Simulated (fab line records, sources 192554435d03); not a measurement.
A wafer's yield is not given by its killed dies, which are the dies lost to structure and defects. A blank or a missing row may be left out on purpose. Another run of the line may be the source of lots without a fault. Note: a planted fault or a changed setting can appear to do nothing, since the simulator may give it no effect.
Lot-split experiment	flow n5Finfet	21 wafers read across 7 lots, on a route 1938 steps long

THE SPLIT
At N5_SD_EPI_N_PEB_07 (peb time 60 s), the setting pebTempC was moved away from the recipe's 110 C on 12 of the 21 wafers read, by -3.4% to +2.7%. All remaining wafers had this setting at the recipe value.

FROM THE SPLIT ON TO THE READING: in between, the file shows 1 step
- N5_SD_EPI_N_DEVELOP_08: develop time 30 s

THE READING
cdNm at N5_SD_EPI_N_CD_MEAS_09, given in nm (cd target 120 nm). On this fab line, fault-free wafers typically give 120.0 nm with a standard deviation of 0.76 nm.

wafer	tool, chamber at the split	pebTempC as run, C	against the recipe	cdNm, nm	against lot-mates on the recipe
L077.2	lithoTrack-02, 0	113	+2.7%	127.1	no lot-mate on the recipe
L077.5	lithoTrack-02, 0	113	+2.7%	127.8	no lot-mate on the recipe
L077.6	lithoTrack-02, 0	113	+2.7%	127.0	no lot-mate on the recipe
L080.2	lithoTrack-02, 0	110	recipe	119.2	-
L080.3	lithoTrack-02, 0	106.3	-3.4%	110.8	-8.5
L080.5	lithoTrack-02, 0	110	recipe	119.4	-
L083.1	lithoTrack-04, 0	112.2	+2.0%	125.9	+6.7
L083.2	lithoTrack-04, 0	110	recipe	119.2	-
L083.6	lithoTrack-04, 0	112.2	+2.0%	125.9	+6.7
L087.2	lithoTrack-02, 0	110	recipe	119.8	-
L087.3	lithoTrack-02, 0	110	recipe	119.5	-
L087.6	lithoTrack-02, 0	111.3	+1.2%	122.7	+3.0
L088.3	lithoTrack-01, 0	106.8	-2.9%	111.2	-8.6
L088.4	lithoTrack-01, 0	106.8	-2.9%	110.9	-8.9
L088.5	lithoTrack-01, 0	110	recipe	119.8	-
L093.2	lithoTrack-02, 0	112.3	+2.1%	127.0	no lot-mate on the recipe
L093.4	lithoTrack-02, 0	112.3	+2.1%	126.3	no lot-mate on the recipe
L093.6	lithoTrack-02, 0	112.3	+2.1%	126.4	no lot-mate on the recipe
L095.2	lithoTrack-01, 0	110	recipe	120.5	-
L095.4	lithoTrack-01, 0	110	recipe	120.1	-
L095.5	lithoTrack-01, 0	110	recipe	120.6	-

THE FIT
A straight line over all 21 wafers: cdNm changes by +2.91 nm for each +1% of pebTempC; r = +0.99; the points scatter about the line by 0.56 nm.
The same after taking each lot's own level away (the mean of its wafers on the recipe; 15 wafers): +2.94 nm for each +1%; r = +0.99; scatter 0.52 nm.
On that fit, the largest move of pebTempC shifts the reading by 9.9 nm.
From 119.20 to 120.40 nm: that is the span of the lots' own levels, equal to 1.6 times the standard deviation above.
So the lot-to-lot level changes the slope little: the two slopes agree.
Check: -10.3 nm against its lot-mates is what the line predicts for one of the wafers moved furthest among these (-3.4%) when that wafer is left out of the fit. It came out at -8.5 nm against them.

THE WHOLE CHAIN: every reading that the file lists as answering this split, in the file's order
step	what it does	reading	change (the file's fit)	r (the file's)
N5_SD_EPI_N_CD_MEAS_09	target cd 120 nm	cdNm	+2.83 nm for each +1% of the setting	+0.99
N5_SD_EPI_N_DESCUM_14	chemistry O2, time 7.9 s	SD_EPI_N.cdNm (the simulator's own value, which no gauge read)	+2.82 nm for each +1% of the setting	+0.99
N5_SD_EPI_N_ETCH_35	etches SOC in N2/H2, overetch 108 nm, time 486 s	SD_EPI_N.cdNm (the simulator's own value, which no gauge read)	+2.54 nm for each +1% of the setting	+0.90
N5_SD_EPI_N_ETCHBACK_44	etches SiNx in CH3F/O2, stops on SiO2, target depth 14.5 nm	SD_EPI_N.cdNm (the simulator's own value, which no gauge read)	+2.56 nm for each +1% of the setting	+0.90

THE FILE'S OWN FIT
cdNm changes by +2.83 nm for each +1% of pebTempC, r = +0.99.
